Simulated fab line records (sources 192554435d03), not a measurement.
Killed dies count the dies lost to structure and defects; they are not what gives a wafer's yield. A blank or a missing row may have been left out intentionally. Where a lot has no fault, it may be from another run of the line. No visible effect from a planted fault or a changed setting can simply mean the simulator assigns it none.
Which tool did it?	flow n5_finfet	69 wafers from 23 lots sampled at 4 of the route's 1938 steps

WHAT THE GAUGES SHOWED, per wafer
N5_BEOL_M8_CD_MEAS_11: the cd target is 38.5 nm.
lot	measured	on	cd_nm (nm)
L074	day 10 07:22	cd_sem-02	38.8 39.0 38.2
L075	day 11 08:04	cd_sem-01	38.5 38.1 38.1
L077	day 11 16:25	cd_sem-03	39.1 38.8 39.2
L076	day 12 04:30	cd_sem-01	38.0 38.3 38.8
L078	day 12 13:38	cd_sem-03	38.7 38.2 38.6
L079	day 12 17:47	cd_sem-01	38.9 38.9 38.4
L080	day 13 04:02	cd_sem-02	38.3 38.0 38.0
L081	day 14 14:54	cd_sem-03	37.9 38.2 37.9
L083	day 15 13:26	cd_sem-01	39.1 39.2 39.2
L084	day 15 13:50	cd_sem-01	38.1 37.9 38.1
L085	day 15 21:47	cd_sem-02	38.2 38.8 38.3
L086	day 16 07:59	cd_sem-01	38.9 38.6 38.7
L087	day 16 20:10	cd_sem-03	38.6 39.4 39.1
L090	day 16 20:59	cd_sem-02	38.5 39.1 39.1
L088	day 17 06:30	cd_sem-03	38.4 39.2 38.3
L095	day 17 21:11	cd_sem-01	38.5 37.9 38.6
L097	day 17 21:44	cd_sem-01	38.4 37.8 38.8
L091	day 18 01:37	cd_sem-01	38.6 38.0 38.9
L092	day 18 14:00	cd_sem-02	38.7 39.3 39.1
L094	day 18 20:32	cd_sem-01	38.5 38.6 38.5
L089	day 18 20:49	cd_sem-03	39.1 39.0 38.4
L093	day 18 21:03	cd_sem-03	37.8 37.9 37.9
L082	day 19 05:10	cd_sem-02	38.3 38.1 38.5

N5_BEOL_M9_CD_MEAS_11: the cd target is 64.1 nm.
lot	measured	on	cd_nm (nm)
L074	day 10 13:16	cd_sem-01	64.0 64.9 64.0
L075	day 11 18:24	cd_sem-01	64.7 64.0 63.7
L077	day 12 03:57	cd_sem-02	63.9 63.6 63.7
L076	day 12 13:32	cd_sem-01	63.7 63.8 63.9
L078	day 12 22:05	cd_sem-03	64.9 65.0 64.5
L079	day 13 00:45	cd_sem-03	63.9 63.1 63.5
L080	day 13 12:02	cd_sem-02	63.9 64.0 64.1
L081	day 14 23:27	cd_sem-02	64.4 64.0 63.5
L083	day 15 21:33	cd_sem-02	64.7 64.1 64.9
L084	day 15 22:33	cd_sem-03	64.4 64.8 64.1
L085	day 16 08:05	cd_sem-03	64.6 64.0 64.6
L086	day 16 17:01	cd_sem-01	64.5 63.2 63.8
L087	day 17 03:50	cd_sem-03	63.6 63.4 63.4
L090	day 17 03:53	cd_sem-02	64.0 64.6 64.2
L088	day 17 15:33	cd_sem-03	64.1 63.6 63.9
L095	day 18 07:34	cd_sem-01	64.3 64.2 64.6
L097	day 18 07:44	cd_sem-01	64.2 64.6 64.6
L091	day 18 11:28	cd_sem-02	63.4 64.0 63.4
L092	day 18 20:40	cd_sem-01	63.5 64.1 64.3
L094	day 19 06:05	cd_sem-03	63.7 63.3 63.1
L089	day 19 05:55	cd_sem-01	64.4 64.5 64.2
L093	day 19 08:47	cd_sem-03	64.5 64.3 64.0
L082	day 19 13:44	cd_sem-02	63.8 64.4 64.6

WHAT TOOL EACH LOT RAN ON (gives the tool, then ch and the chambers of the sampled wafers, and finally the start)
lot	N5_BEOL_M8_ETCH_61	N5_BEOL_M8_VIA_ETCH_34
L074	rie_diel-05 ch 0,2,3, day 10 07:29	rie_diel-02 ch 0,1,2, day 10 08:52
L075	rie_diel-04 ch 1,2, day 11 08:11	rie_diel-02 ch 1,3, day 11 11:43
L077	rie_diel-05 ch 1,2,3, day 11 16:32	rie_diel-02 ch 1,3, day 11 22:45
L076	rie_diel-02 ch 0,2,3, day 12 04:37	rie_diel-04 ch 0,1,2, day 12 07:24
L078	rie_diel-04 ch 0,2,3, day 12 13:45	rie_diel-04 ch 2,3, day 12 16:37
L079	rie_diel-04 ch 0,1,3, day 12 17:55	rie_diel-02 ch 1,2,3, day 12 19:20
L080	rie_diel-04 ch 0,1,2, day 13 04:10	rie_diel-02 ch 0,2, day 13 07:22
L081	rie_diel-05 ch 1,2,3, day 14 15:02	rie_diel-05 ch 0,1,2, day 14 18:30
L083	rie_diel-04 ch 1,2,3, day 15 13:34	rie_diel-04 ch 1,2,3, day 15 16:21
L084	rie_diel-05 ch 0,3, day 15 13:58	rie_diel-02 ch 0,1,3, day 15 16:38
L085	rie_diel-04 ch 0,3, day 15 21:55	rie_diel-04 ch 0,2,3, day 16 00:36
L086	rie_diel-04 ch 0,3, day 16 08:17	rie_diel-05 ch 1,2,3, day 16 12:08
L087	rie_diel-04 ch 0,2,3, day 16 20:17	rie_diel-02 ch 2,3, day 16 21:36
L090	rie_diel-02 ch 2,3, day 16 21:10	rie_diel-05 ch 1,3, day 16 23:05
L088	rie_diel-02 ch 0,2,3, day 17 06:37	rie_diel-05 ch 1,3, day 17 10:33
L095	rie_diel-04 ch 1,2,3, day 17 21:19	rie_diel-04 ch 1,2,3, day 18 00:26
L097	rie_diel-02 ch 0,1,3, day 17 21:58	rie_diel-05 ch 0,2, day 18 00:31
L091	rie_diel-04 ch 1,2,3, day 18 01:57	rie_diel-05 ch 0,1,2, day 18 06:45
L092	rie_diel-04 ch 1,2, day 18 14:08	rie_diel-05 ch 0,2, day 18 16:11
L094	rie_diel-04 ch 0,1, day 18 20:39	rie_diel-04 ch 0,3, day 19 00:45
L089	rie_diel-02 ch 0,2,3, day 18 21:00	rie_diel-02 ch 1,2,3, day 19 00:28
L093	rie_diel-05 ch 1,2,3, day 18 21:10	rie_diel-02 ch 0,1,2, day 19 00:52
L082	rie_diel-04 ch 1,2,3, day 19 05:17	rie_diel-02 ch 0,3, day 19 07:49
- N5_BEOL_M8_ETCH_61: etches SiARC in CF4, target depth 45.5 nm, time 75.8 s.
- N5_BEOL_M8_VIA_ETCH_34: etches SiCOH lowk in C4F6/O2, target depth 125.5 nm, time 50.5 s.

WHAT THE TOOLS THEMSELVES READ (means of the sampled wafers that have a number; where no wafer has one, the mark that the record gives instead)
N5_BEOL_M8_ETCH_61.
lot	tool	drypump_motor_current_A (A)	etch_rf_on_time_s (s)	oes_product_au (a.u.)	rf_vpp_V (V)	showerhead_plenum_p_Torr (Torr)	throttle_valve_pct (%)
L074	rie_diel-05	6.2	76.1	0.64	184.7	2.19	15.76
L075	rie_diel-04	5.3	76.5	0.63	183.0	2.10	15.79
L077	rie_diel-05	5.9	76.8	0.64	185.4	2.22	15.72
L076	rie_diel-02	5.6	77.0	0.63	183.5	2.11	15.73
L078	rie_diel-04	5.5	74.9	0.72	184.5	2.19	15.56
L079	rie_diel-04	5.6	74.5	0.77	185.1	2.18	15.53
L080	rie_diel-04	5.6	75.5	0.68	184.5	2.15	15.68
L081	rie_diel-05	5.9	75.6	0.71	184.9	2.21	15.60
L083	rie_diel-04	5.3	76.0	0.76	184.0	2.12	15.53
L084	rie_diel-05	6.4	77.0	0.67	184.0	2.17	15.66
L085	rie_diel-04	5.4	75.1	0.76	184.5	2.20	15.46
L086	rie_diel-04	5.4	74.0	0.76	184.4	2.20	15.46
L087	rie_diel-04	5.5	75.8	0.75	183.8	2.18	15.44
L090	rie_diel-02	5.6	78.0	0.61	183.8	2.10	15.87
L088	rie_diel-02	5.6	76.8	0.69	184.4	2.18	15.64
L095	rie_diel-04	5.3	75.6	0.74	183.3	2.11	15.56
L097	rie_diel-02	5.6	76.3	0.68	183.8	2.17	15.64
L091	rie_diel-04	5.3	75.7	0.73	183.8	2.11	15.55
L092	rie_diel-04	5.3	75.6	0.73	183.5	2.09	15.54
L094	rie_diel-04	5.7	76.2	0.69	184.1	2.12	15.73
L089	rie_diel-02	5.6	75.5	0.68	184.1	2.17	15.67
L093	rie_diel-05	5.9	76.7	0.76	184.7	2.20	15.48
L082	rie_diel-04	5.3	75.9	0.72	183.2	2.11	15.58

N5_BEOL_M8_VIA_ETCH_34.
lot	tool	drypump_motor_current_A (A)	oes_product_au (a.u.)	rf_vpp_V (V)	showerhead_plenum_p_Torr (Torr)	throttle_valve_pct (%)
L074	rie_diel-02	5.7	0.73	668	2.88	20.90
L075	rie_diel-02	5.6	0.74	664	2.80	21.03
L077	rie_diel-02	5.7	0.73	664	2.87	20.98
L076	rie_diel-04	5.6	0.81	664	2.86	20.96
L078	rie_diel-04	5.1	0.77	662	2.83	20.94
L079	rie_diel-02	5.7	0.73	667	2.87	21.01
L080	rie_diel-02	5.6	0.74	674	2.88	20.97
L081	rie_diel-05	5.8	0.87	667	2.94	20.84
L083	rie_diel-04	5.3	0.89	663	2.81	20.84
L084	rie_diel-02	5.7	0.69	665	2.78	21.00
L085	rie_diel-04	5.5	0.89	666	2.90	20.74
L086	rie_diel-05	5.9	0.81	662	2.95	20.92
L087	rie_diel-02	5.6	0.72	666	2.79	21.13
L090	rie_diel-05	5.8	0.79	663	2.98	20.86
L088	rie_diel-05	6.2	0.72	664	2.94	20.98
L095	rie_diel-04	5.3	0.86	663	2.80	20.86
L097	rie_diel-05	6.0	0.86	665	2.89	20.94
L091	rie_diel-05	5.8	0.85	668	2.93	20.88
L092	rie_diel-05	6.1	0.83	672	2.88	20.92
L094	rie_diel-04	5.4	0.86	668	2.92	20.79
L089	rie_diel-02	5.7	0.70	666	2.85	21.08
L093	rie_diel-02	5.7	0.79	671	2.96	20.88
L082	rie_diel-02	5.6	0.78	667	2.81	20.99

THE ANSWER, worked out from the rows above alone
Rule: the usual values come from the lots themselves. The widest of any qualifying gaps counts: lots, ordered by their means at a reading, are off when they make up no more than a third of the lots, leave a main group of 4 or more, and stand apart from it by 3 or more times the standard deviation of that group's means. If all means in a main group match to the digits the tables above print for the reading, that group is not used. Also off: a lot with no number at a reading for which 4 or more lots have one. The other lots that the step has rows for count as sound. After the gauges, taken in route order, come the tools' own readings; for these a lot's mean is taken, as printed above. The first step at which some lot is off is used, and at that step the reading that is off furthest; a lot without a number counts as furthest.
No lot is off at any reading shown: from this, nothing can be told.

WHAT HAD BEEN PUT IN BY THE SIMULATOR
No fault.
